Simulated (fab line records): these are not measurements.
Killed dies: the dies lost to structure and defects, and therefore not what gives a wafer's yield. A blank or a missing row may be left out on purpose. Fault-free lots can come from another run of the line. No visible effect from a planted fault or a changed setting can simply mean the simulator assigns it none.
fab line records | flow n5_finfet | part 2 of 2: steps 32 to 39 of 39
[record] lots = 5 | wafers = 15 | last_day = 18
route steps=1938 shown STI_FIN_REVEAL@204 DUMMY_GATE@212
lots that met no fault: from a run of the same line without faults
start_h: hours from the record's opening day to when the first of the lot's shown wafers began | wait_h: hours elapsed since this lot's preceding step | " as in the row above | L1.1+2: a row that stands for several wafers | - value missing, or start not given | * or withheld: withheld | < > ~ a bound
route shown NAME@n: names a module that has steps shown in the file, with the first one's number in the route | usual: mean/standard deviation of fault-free wafers | same: alike in all rows | chamber/n: place in a boat | sites: per-site readings | _std_site: the standard deviation of these | _edge_site: the outer-site mean with the inner-site mean subtracted | radius_mm: for every site, how far away it sits from the centre of the wafer | mask NAME#n: copy n | behind: the last tool/chamber to shape the wafer | hold: why the lot was held/for how many hours/how that ended | device: transistor that didn't switch, given as n, p or np | end of line: the route-end tests of the same wafers | a step without rows: its recipe alone | killed: the dies lost at the first sort to structure and to defects; this is not the yield of the wafer | map: a wafer's dies, x killed, . not, _ none there
set.NAME: the setting as run; set.NAME@STEP: as run at that earlier step | model.NAME: the simulator's own value behind a step, which no gauge read
certain route steps with their lots: each step a table, each wafer a row
services: the hour from which a tool's chamber was out of use, counted from the record's first day as start_h (under 0 if before that day), plus the number of hours and why
[[steps]]
[step N5_DUMMY_GATE_ETCH_29]
[recipe] chemistry = N2/H2 | target = underlayer | target_depth_a = 130 | ion_energy_ev = 200 | pressure_mtorr = 30 | source_w = 840 | bias_w = 150 | n2_flow_sccm = 200 | h2_flow_sccm = 200
[usual] drypump_motor_current_A = 5.7/0.55 | oes_product_au = 0.75/0.067 | rf_vpp_V = 524.6/2.7 | showerhead_plenum_p_Torr = 2.57/0.096 | throttle_valve_pct = 17.80/0.21
lot.wafer | tool        | chamber | start_h | wait_h | drypump_motor_current_A | oes_product_au | rf_hours_counter_h | rf_vpp_V | showerhead_plenum_p_Torr | throttle_valve_pct
L074.1    | rie_diel-04 | 2       | 45.35   | 0.0    | 4.9                     | 0.76           | 166                | 526.5    | 2.64                     | 17.68
L074.2    | "           | 0       | "       | "      | 5.3                     | 0.78           | 108                | 526.6    | 2.68                     | 17.85
L074.3    | "           | 3       | "       | "      | 5.9                     | 0.69           | 191                | 519.8    | 2.41                     | 17.79
L075.1    | rie_diel-02 | 0       | 53.38   | 0.0    | 6.5                     | 0.72           | 226                | 526.7    | 2.61                     | 17.76
L075.2    | "           | 1       | "       | "      | 5.1                     | 0.73           | 187                | 527.3    | 2.63                     | 17.59
L075.6    | "           | 0       | "       | "      | 6.5                     | 0.72           | -                  | 526.3    | 2.61                     | 17.75
L081.1    | rie_diel-04 | 0       | 90.28   | 0.0    | 5.3                     | 0.76           | 123                | 526.4    | 2.67                     | 17.86
L081.4    | "           | 3       | "       | "      | 5.9                     | 0.69           | 205                | 520.7    | 2.41                     | 17.80
L081.5    | "           | 1       | "       | "      | 6.2                     | 0.74           | -                  | 526.5    | 2.66                     | 17.72
L094.1    | rie_diel-06 | 3       | 167.62  | 0.0    | 5.2                     | 0.74           | 168                | 522.7    | 2.44                     | 18.10
L094.2    | "           | 0       | "       | "      | 5.9                     | 0.73           | 193                | 526.3    | 2.65                     | 18.17
L094.5    | "           | 3       | "       | "      | 5.2                     | 0.74           | -                  | 520.9    | 2.44                     | 18.12
L096.3    | rie_diel-04 | 3       | 177.92  | 0.0    | 5.9                     | 0.66           | 233                | 519.4    | 2.40                     | 17.86
L096.5    | "           | 1       | "       | "      | 6.3                     | 0.71           | -                  | 525.7    | 2.65                     | 17.76
L096.6    | "           | 2       | "       | "      | 4.9                     | 0.73           | -                  | 528.2    | 2.62                     | 17.75
[step N5_DUMMY_GATE_ETCH_36]
[recipe] chemistry = CF4 | target = SiARC | target_depth_a = 130 | pressure_mtorr = 40 | source_w = 545 | bias_w = 36 | Ar_flow_sccm = 100 | cf4_flow_sccm = 100 | ion_energy_ev = 80
[usual] drypump_motor_current_A = 5.7/0.54 | oes_product_au = 0.75/0.067 | rf_vpp_V = 184.2/1.2 | showerhead_plenum_p_Torr = 2.16/0.074 | throttle_valve_pct = 15.58/0.16
lot.wafer | tool        | chamber | start_h | wait_h | drypump_motor_current_A | oes_product_au | rf_hours_counter_h | rf_vpp_V | showerhead_plenum_p_Torr | throttle_valve_pct
L074.1    | rie_diel-04 | 2       | 45.39   | 0.0    | 4.9                     | 0.76           | 166                | 183.8    | 2.22                     | 15.61
L074.2    | "           | 0       | "       | "      | 5.3                     | 0.78           | 108                | 183.5    | 2.23                     | 15.54
L074.3    | "           | 3       | "       | "      | 5.9                     | 0.70           | 191                | 183.0    | 2.06                     | 15.73
L075.1    | rie_diel-02 | 0       | 53.42   | 0.0    | 6.4                     | 0.72           | 226                | 185.7    | 2.21                     | 15.72
L075.2    | "           | 1       | "       | "      | 5.1                     | 0.73           | 187                | 184.0    | 2.22                     | 15.44
L075.6    | "           | 0       | "       | "      | 6.4                     | 0.72           | -                  | 186.2    | 2.21                     | 15.72
L081.1    | rie_diel-04 | 0       | 90.32   | 0.0    | 5.3                     | 0.76           | 123                | 184.8    | 2.22                     | 15.57
L081.4    | "           | 3       | "       | "      | 5.9                     | 0.70           | 205                | 181.7    | 2.05                     | 15.78
L081.5    | "           | 1       | "       | "      | 6.3                     | 0.74           | -                  | 185.0    | 2.24                     | 15.42
L094.1    | rie_diel-06 | 3       | 167.66  | 0.0    | 5.2                     | 0.74           | 168                | 182.9    | 2.04                     | 15.52
L094.2    | "           | 0       | "       | "      | 5.9                     | 0.73           | 193                | 185.3    | 2.21                     | 15.83
L094.5    | "           | 3       | "       | "      | 5.2                     | 0.74           | -                  | 184.2    | 2.04                     | 15.52
L096.3    | rie_diel-04 | 3       | 177.96  | 0.0    | 5.9                     | 0.67           | 233                | 181.3    | 2.04                     | 15.81
L096.5    | "           | 1       | "       | "      | 6.3                     | 0.72           | -                  | 184.3    | 2.23                     | 15.49
L096.6    | "           | 2       | "       | "      | 4.9                     | 0.73           | -                  | 185.8    | 2.21                     | 15.67
[step N5_DUMMY_GATE_ETCH_37]
[recipe] chemistry = N2/H2 | target = SOC | target_depth_a = 600 | overetch_a = 300 | temp_c = 40 | ion_energy_ev = 200 | pressure_mtorr = 30 | source_w = 840 | bias_w = 150 | n2_flow_sccm = 200 | h2_flow_sccm = 200
[usual] drypump_motor_current_A = 5.7/0.55 | oes_product_au = 0.60/0.046 | rf_vpp_V = 524.6/2.8 | showerhead_plenum_p_Torr = 2.57/0.096 | throttle_valve_pct = 17.74/0.21
lot.wafer | tool        | chamber | start_h | wait_h | drypump_motor_current_A | oes_product_au | rf_hours_counter_h | rf_vpp_V | showerhead_plenum_p_Torr | throttle_valve_pct
L074.1    | rie_diel-04 | 2       | 45.43   | 0.0    | 4.9                     | 0.60           | 166                | 525.5    | 2.64                     | 17.62
L074.2    | "           | 0       | "       | "      | 5.3                     | 0.63           | 108                | 526.8    | 2.68                     | 17.79
L074.3    | "           | 3       | "       | "      | 5.9                     | 0.57           | 191                | 521.3    | 2.41                     | 17.71
L075.1    | rie_diel-02 | 0       | 53.46   | 0.0    | 6.5                     | 0.55           | 226                | 525.2    | 2.61                     | 17.68
L075.2    | "           | 1       | "       | "      | 5.1                     | 0.58           | 187                | 528.3    | 2.63                     | 17.54
L075.6    | "           | 0       | "       | "      | 6.4                     | 0.55           | -                  | 526.6    | 2.61                     | 17.68
L081.1    | rie_diel-04 | 0       | 90.36   | 0.0    | 5.3                     | 0.62           | 123                | 526.9    | 2.67                     | 17.80
L081.4    | "           | 3       | "       | "      | 5.9                     | 0.57           | 205                | 520.2    | 2.41                     | 17.76
L081.5    | "           | 1       | "       | "      | 6.3                     | 0.59           | -                  | 527.4    | 2.66                     | 17.65
L094.1    | rie_diel-06 | 3       | 167.70  | 0.0    | 5.2                     | 0.58           | 168                | 521.1    | 2.44                     | 18.04
L094.2    | "           | 0       | "       | "      | 5.9                     | 0.57           | 193                | 526.1    | 2.65                     | 18.11
L094.5    | "           | 3       | "       | "      | 5.2                     | 0.58           | -                  | 520.7    | 2.44                     | 18.04
L096.3    | rie_diel-04 | 3       | 178.00  | 0.0    | 5.9                     | 0.56           | 234                | 519.5    | 2.40                     | 17.80
L096.5    | "           | 1       | "       | "      | 6.3                     | 0.57           | -                  | 525.1    | 2.65                     | 17.70
L096.6    | "           | 2       | "       | "      | 4.9                     | 0.58           | -                  | 528.0    | 2.62                     | 17.68
[step N5_DUMMY_GATE_STRIP_38]
[recipe] chemistry = N2/H2 | temp_c = 40 | n2_flow_sccm = 200 | h2_flow_sccm = 200 | rf_frequency_hz = 6e+07
lot.wafer  | tool        | chamber | start_h | wait_h
L074.1+2+3 | rie_diel-04 | 2,0,3   | 45.47   | 0.0
L075.1+2+6 | rie_diel-02 | 0,1,0   | 53.50   | 0.0
L081.1+4+5 | rie_diel-04 | 0,3,1   | 90.40   | 0.0
L094.1+2+5 | rie_diel-06 | 3,0,3   | 167.74  | 0.0
L096.3+5+6 | rie_diel-04 | 3,1,2   | 178.04  | 0.0
[step N5_DUMMY_GATE_STRIP_39]
[recipe] chemistry = N2/H2 | temp_c = 40 | n2_flow_sccm = 200 | h2_flow_sccm = 200 | rf_frequency_hz = 6e+07
lot.wafer  | tool        | chamber | start_h | wait_h
L074.1+2+3 | rie_diel-04 | 2,0,3   | 45.48   | 0.0
L075.1+2+6 | rie_diel-02 | 0,1,0   | 53.51   | 0.0
L081.1+4+5 | rie_diel-04 | 0,3,1   | 90.41   | 0.0
L094.1+2+5 | rie_diel-06 | 3,0,3   | 167.75  | 0.0
L096.3+5+6 | rie_diel-04 | 3,1,2   | 178.05  | 0.0
[step N5_DUMMY_GATE_TRIM_49]
[recipe] chemistry = O2 | resist = SOC | time_s = 29 | target_cd_nm = 14 | source_power_w = 300 | bias_power_w = 0 | O2_flow_sccm = 100 | temp_c = 20
[usual] drypump_motor_current_A = 5.7/0.45 | oes_product_au = 0.995/0.017 | throttle_valve_pct = 8.25/0.13
lot.wafer | tool      | chamber | start_h | wait_h | drypump_motor_current_A | oes_product_au | rf_hours_counter_h | throttle_valve_pct
L074.1    | rie_si-06 | 0       | 45.51   | 0.0    | 5.2                     | 0.981          | 101                | 8.13
L074.2    | "         | 1       | "       | "      | 5.9                     | 1.002          | 128                | 8.09
L074.3    | "         | 2       | "       | "      | 6.0                     | 0.985          | 163                | 8.48
L075.1    | rie_si-06 | 0       | 53.54   | 0.0    | 5.2                     | 0.990          | 102                | 8.13
L075.2    | "         | 2       | "       | "      | 6.0                     | 0.971          | 163                | 8.51
L075.6    | "         | 3       | "       | "      | 5.9                     | 0.999          | -                  | 8.26
L081.1    | rie_si-06 | 3       | 90.44   | 0.0    | 5.9                     | 0.984          | 20                 | 8.25
L081.4    | "         | 3       | "       | "      | 5.9                     | 1.001          | -                  | 8.24
L081.5    | "         | 1       | "       | "      | 5.9                     | 0.995          | -                  | 8.11
L094.1    | rie_si-06 | 3       | 167.78  | 0.0    | 5.9                     | 0.987          | 22                 | 8.25
L094.2    | "         | 0       | "       | "      | 5.2                     | 0.984          | 104                | 8.12
L094.5    | "         | 1       | "       | "      | 5.9                     | 0.984          | -                  | 8.13
L096.3    | rie_si-06 | 3       | 178.08  | 0.0    | 5.9                     | 0.983          | 22                 | 8.26
L096.5    | "         | 0       | "       | "      | 5.2                     | 0.977          | -                  | 8.12
L096.6    | "         | 3       | "       | "      | 5.9                     | 0.984          | -                  | 8.25
[step N5_DUMMY_GATE_STRIP_40]
[recipe] chemistry = CF4 | resist = SiARC | power_w = 300 | bias_power_w = 75 | pressure_mtorr = 50 | cf4_flow_sccm = 150 | rf_frequency_hz = 6e+07
[usual] drypump_motor_current_A = 5.8/0.54 | oes_product_au = 0.74/0.058 | rf_vpp_V = 271.3/1.7 | showerhead_plenum_p_Torr = 1.81/0.064 | throttle_valve_pct = 13.59/0.19
lot.wafer | tool        | chamber | start_h | wait_h | drypump_motor_current_A | oes_product_au | rf_hours_counter_h | rf_vpp_V | showerhead_plenum_p_Torr | throttle_valve_pct
L074.1    | rie_diel-04 | 2       | 45.60   | 0.1    | 4.9                     | 0.75           | 166                | 273.6    | 1.88                     | 13.67
L074.2    | "           | 1       | "       | "      | 6.3                     | 0.75           | 155                | 271.1    | 1.89                     | 13.42
L074.3    | "           | 0       | "       | "      | 5.3                     | 0.78           | 109                | 273.4    | 1.86                     | 13.50
L075.1    | rie_diel-02 | 2       | 53.64   | 0.1    | 6.3                     | 0.75           | 144                | 268.3    | 1.72                     | 13.48
L075.2    | "           | 3       | "       | "      | 6.5                     | 0.74           | 150                | 269.7    | 1.79                     | 13.59
L075.6    | "           | 2       | "       | "      | 6.3                     | 0.75           | -                  | 269.1    | 1.72                     | 13.45
L081.1    | rie_diel-02 | 2       | 90.55   | 0.1    | 6.4                     | 0.74           | 157                | 269.3    | 1.71                     | 13.49
L081.4    | "           | 1       | "       | "      | 5.1                     | 0.71           | 200                | 273.0    | 1.88                     | 13.56
L081.5    | "           | 0       | "       | "      | 6.4                     | 0.68           | -                  | 272.0    | 1.86                     | 13.84
L094.1    | rie_diel-04 | 0       | 167.96  | 0.1    | 5.3                     | 0.75           | 149                | 273.0    | 1.85                     | 13.58
L094.2    | "           | 3       | "       | "      | 5.9                     | 0.69           | 231                | 269.4    | 1.73                     | 13.85
L094.5    | "           | 3       | "       | "      | 5.9                     | 0.69           | -                  | 268.2    | 1.73                     | 13.87
L096.3    | rie_diel-06 | 0       | 178.17  | 0.1    | 5.9                     | 0.71           | 196                | 269.4    | 1.85                     | 13.83
L096.5    | "           | 1       | "       | "      | 5.4                     | 0.82           | -                  | 271.4    | 1.81                     | 13.15
L096.6    | "           | 0       | "       | "      | 5.9                     | 0.72           | -                  | 271.6    | 1.85                     | 13.84
[step N5_DUMMY_GATE_CD_MEAS_50]
[recipe] target_cd_nm = 14
[usual] cd_nm = 13.9/0.52
lot.wafer | tool      | chamber | start_h | wait_h | cd_nm
L074.1    | cd_sem-02 | -       | 45.65   | 0.0    | 14.1
L074.2    | "         | -       | "       | "      | 14.5
L074.3    | "         | -       | "       | "      | 13.9
L075.1    | cd_sem-03 | -       | 53.69   | 0.0    | 14.0
L075.2    | "         | -       | "       | "      | 13.5
L075.6    | "         | -       | "       | "      | 13.9
L081.1    | cd_sem-03 | -       | 90.60   | 0.0    | 14.0
L081.4    | "         | -       | "       | "      | 13.9
L081.5    | "         | -       | "       | "      | 13.7
L094.1    | cd_sem-02 | -       | 168.01  | 0.0    | 14.3
L094.2    | "         | -       | "       | "      | 13.7
L094.5    | "         | -       | "       | "      | 14.3
L096.3    | cd_sem-01 | -       | 178.23  | 0.0    | 13.7
L096.5    | "         | -       | "       | "      | 13.2
L096.6    | "         | -       | "       | "      | 14.2
[[services]]
tool           | chamber | start_h | hours | kind
wet_bench-03   | -       | 14.85   | 1.2   | repair
euv_scanner-02 | -       | 24.07   | 4.6   | pm
rie_si-06      | -       | 31.40   | 0.2   | repair
ald_sin-01     | 2       | 31.94   | 4.7   | repair
euv_scanner-02 | -       | 33.80   | 1.0   | pm
pecvd-04       | 0       | 35.70   | 10.0  | repair
wet_bench-01   | -       | 39.38   | 4.4   | pm
ald_sin-01     | -       | 47.57   | 0.2   | repair
rie_diel-02    | -       | 56.31   | 0.1   | repair
euv_scanner-02 | -       | 58.66   | 0.2   | repair
wet_bench-03   | -       | 64.60   | 0.7   | repair
wet_bench-05   | -       | 65.26   | 1.1   | repair
wet_bench-03   | -       | 87.57   | 3.4   | repair
rie_si-06      | 0       | 89.52   | 1.2   | repair
euv_scanner-02 | -       | 91.65   | 1.0   | pm
rie_diel-04    | 2       | 105.53  | 3.5   | repair
pecvd-04       | 2       | 114.14  | 6.6   | repair
pecvd-04       | 1       | 117.86  | 6.8   | repair
wet_bench-03   | -       | 129.12  | 2.9   | repair
rie_diel-04    | 2       | 140.05  | 19.5  | repair
euv_scanner-02 | -       | 145.00  | 0.2   | repair
euv_scanner-02 | -       | 146.10  | 1.0   | pm
euv_scanner-02 | -       | 156.87  | 0.9   | repair
rie_si-06      | -       | 171.15  | 0.3   | repair
